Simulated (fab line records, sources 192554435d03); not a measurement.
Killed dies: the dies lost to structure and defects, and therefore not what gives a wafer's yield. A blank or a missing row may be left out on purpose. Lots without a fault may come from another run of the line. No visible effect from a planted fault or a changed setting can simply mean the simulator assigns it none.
Chamber matching | flow n5Finfet | N5_DUMMY_GATE_STRIP_48 on rieDiel-02 has 4 sister chambers
The step strips in N2/H2, time 20 s. 16 wafers are shown with their chamber, then 8 later ones without.

## WAFERS PAIRED WITH THEIR CHAMBERS
wafer  | chamber | throttleValvePct (%) | showerheadPlenumPTorr (Torr) | drypumpMotorCurrentA (A)
L076.3 | 1       | 11.9                 | 3.42                         | 6.7
L076.5 | 3       | 11.8                 | 3.31                         | 5.3
L076.6 | 2       | 12.8                 | 3.38                         | 6.1
L083.2 | 0       | 12.0                 | 3.46                         | 6.3
L083.5 | 1       | 11.9                 | 3.42                         | 6.7
L083.6 | 0       | 12.0                 | 3.46                         | 6.3
L084.2 | 3       | 11.8                 | 3.31                         | 5.3
L084.3 | 1       | 11.9                 | 3.42                         | 6.6
L084.4 | 2       | 12.9                 | 3.37                         | 6.1
L085.1 | 1       | 12.0                 | 3.42                         | 6.6
L085.4 | 2       | 12.9                 | 3.37                         | 6.1
L085.5 | 0       | 12.0                 | 3.46                         | 6.3
L086.1 | 2       | 12.9                 | 3.37                         | 6.2
L086.2 | 1       | 12.0                 | 3.41                         | 6.6
L086.6 | 2       | 12.9                 | 3.37                         | 6.2
L087.1 | 3       | 11.8                 | 3.30                         | 5.2

SIGNATURES (means of the wafers above)
reading               | chamber 0 | chamber 1 | chamber 2 | chamber 3 | scatter within a chamber
throttleValvePct      | 12.000    | 11.940    | 12.880    | 11.800    | 0.0408
showerheadPlenumPTorr | 3.4600    | 3.4180    | 3.3720    | 3.3067    | 0.00435
drypumpMotorCurrentA  | 6.300     | 6.640     | 6.140     | 5.267     | 0.0506
Rule: distance of a wafer from a chamber = root of the sum over the readings of ((wafer's reading minus chamber's mean) / reading's scatter) squared. If the next closest chamber is less than 2 further off than the closest, the wafer can't be placed; otherwise it belongs to the closest. The scatter: take each reading less its chamber's mean, square it, sum over the shown wafers, divide by the number of wafers less the number of chambers, and take the root.

## WAFERS WITH NO CHAMBER GIVEN
wafer  | throttleValvePct (%) | showerheadPlenumPTorr (Torr) | drypumpMotorCurrentA (A)
L087.2 | 12.9                 | 3.37                         | 6.1
L087.4 | 12.0                 | 3.45                         | 6.3
L088.2 | 12.0                 | 3.45                         | 6.3
L088.5 | 12.0                 | 3.41                         | 6.6
L088.6 | 12.9                 | 3.37                         | 6.1
L092.2 | 11.8                 | 3.30                         | 5.3
L092.4 | 12.0                 | 3.41                         | 6.6
L092.6 | 12.0                 | 3.41                         | 6.7

## CHAMBER TAKEN BY EACH
wafer  | from the rows above | in truth
L087.2 | 2                   | 2
L087.4 | 0                   | 0
L088.2 | 0                   | 0
L088.5 | 1                   | 1
L088.6 | 2                   | 2
L092.2 | 3                   | 3
L092.4 | 1                   | 1
L092.6 | 1                   | 1
8 of 8 placed correctly. Number that these rows cannot place: 0. 0 placed wrongly.
